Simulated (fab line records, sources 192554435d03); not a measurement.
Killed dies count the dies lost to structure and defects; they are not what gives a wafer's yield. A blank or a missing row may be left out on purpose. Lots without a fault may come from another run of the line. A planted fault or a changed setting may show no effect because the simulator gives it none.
Lot-split experiment | flow n5-finfet | route with 1938 steps; 7 lots, 21 wafers read

== ON THE SPLIT ==
At N5_BEOL_M3_COAT_68 (time 60 s, resist thk 12 nm), the setting spin-rpm was moved away from the recipe's 1500 rpm on 9 of the 21 wafers read, by -10.9% to +9.8%. This setting was run at the recipe's value on the other wafers.

The reading comes from the split's own step.

== THE READING ==
SiARC_of_BEOL_M3_COAT_68.thk-nm (the simulator's own value, which no gauge read), in nm, at N5_BEOL_M3_COAT_68 (time 60 s, resist thk 12 nm). There is no usual value for it anywhere in the file.

wafer  | tool, chamber at the split | spin-rpm as run, rpm | against the recipe | SiARC_of_BEOL_M3_COAT_68.thk-nm, nm | against lot-mates on the recipe
L079.4 | litho-track-04, 0          | 1500                 | recipe             | 12                                  | -
L079.6 | litho-track-04, 0          | 1500                 | recipe             | 12                                  | -
L079.5 | litho-track-04, 0          | 1607                 | +7.1%              | 11.6                                | -0.4
L089.1 | litho-track-01, 0          | 1393                 | -7.1%              | 12.4                                | +0.4
L089.3 | litho-track-01, 0          | 1393                 | -7.1%              | 12.4                                | +0.4
L089.2 | litho-track-01, 0          | 1500                 | recipe             | 12                                  | -
L090.1 | litho-track-01, 0          | 1569                 | +4.6%              | 11.8                                | -0.2
L090.2 | litho-track-01, 0          | 1500                 | recipe             | 12                                  | -
L090.3 | litho-track-01, 0          | 1500                 | recipe             | 12                                  | -
L092.1 | litho-track-01, 0          | 1409                 | -6.1%              | 12.4                                | +0.4
L092.2 | litho-track-01, 0          | 1500                 | recipe             | 12                                  | -
L092.4 | litho-track-01, 0          | 1500                 | recipe             | 12                                  | -
L093.3 | litho-track-04, 0          | 1647                 | +9.8%              | 11.4                                | -0.6
L093.5 | litho-track-04, 0          | 1647                 | +9.8%              | 11.4                                | -0.6
L093.6 | litho-track-04, 0          | 1500                 | recipe             | 12                                  | -
L091.2 | litho-track-03, 0          | 1500                 | recipe             | 12                                  | -
L091.4 | litho-track-03, 0          | 1500                 | recipe             | 12                                  | -
L091.6 | litho-track-03, 0          | 1500                 | recipe             | 12                                  | -
L095.2 | litho-track-01, 0          | 1500                 | recipe             | 12                                  | -
L095.3 | litho-track-01, 0          | 1336                 | -10.9%             | 12.8                                | +0.8
L095.4 | litho-track-01, 0          | 1336                 | -10.9%             | 12.8                                | +0.8

THE FIT
A straight line over all 21 wafers: SiARC_of_BEOL_M3_COAT_68.thk-nm changes by -0.0639 nm for each +1% of spin-rpm; r = -0.99; the points scatter about the line by 0.043 nm.
The same after taking each lot's own level away (the mean of its wafers on the recipe; 21 wafers): -0.0639 nm for each +1%; r = -0.99; scatter 0.043 nm.
On that fit, the largest move of spin-rpm shifts the reading by 0.7 nm.
The lots' own levels span 12.00 to 12.00 nm.
The two slopes are in agreement: the lot-to-lot level therefore moves the slope only a little.
Check: with one of the wafers moved furthest among these (-10.9%) left out of the fit, the line predicts +0.689 nm for it against its lot-mates. Against them it came out at +0.8 nm.

== OTHER SPLITS APPLIED TO THESE WAFERS ==
Note: prior to the reading, these wafers also went through further splits. Each is held against what the fit with the lots' levels taken away leaves over:
other split on the same wafers   | wafers away from the commonest value | r with SiARC_of_BEOL_M3_COAT_68.thk-nm (lot level and that fit taken away)
N5_BEOL_M0_SAQP_ETCH_88 source-w | 7                                    | +0.03
N5_BEOL_M1_COAT_73 spin-rpm      | 5                                    | -0.05
N5_BEOL_M1_EXPOSE_08 dose-mj     | 8                                    | +0.32
N5_BEOL_M2_EXPOSE_25 dose-mj     | 8                                    | +0.07
N5_BEOL_M2_DESCUM_33 time-s      | 9                                    | +0.04

== FILE'S OWN FIT ==
SiARC_of_BEOL_M3_COAT_68.thk-nm changes by -0.0631 nm for each +1% of spin-rpm, r = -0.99.
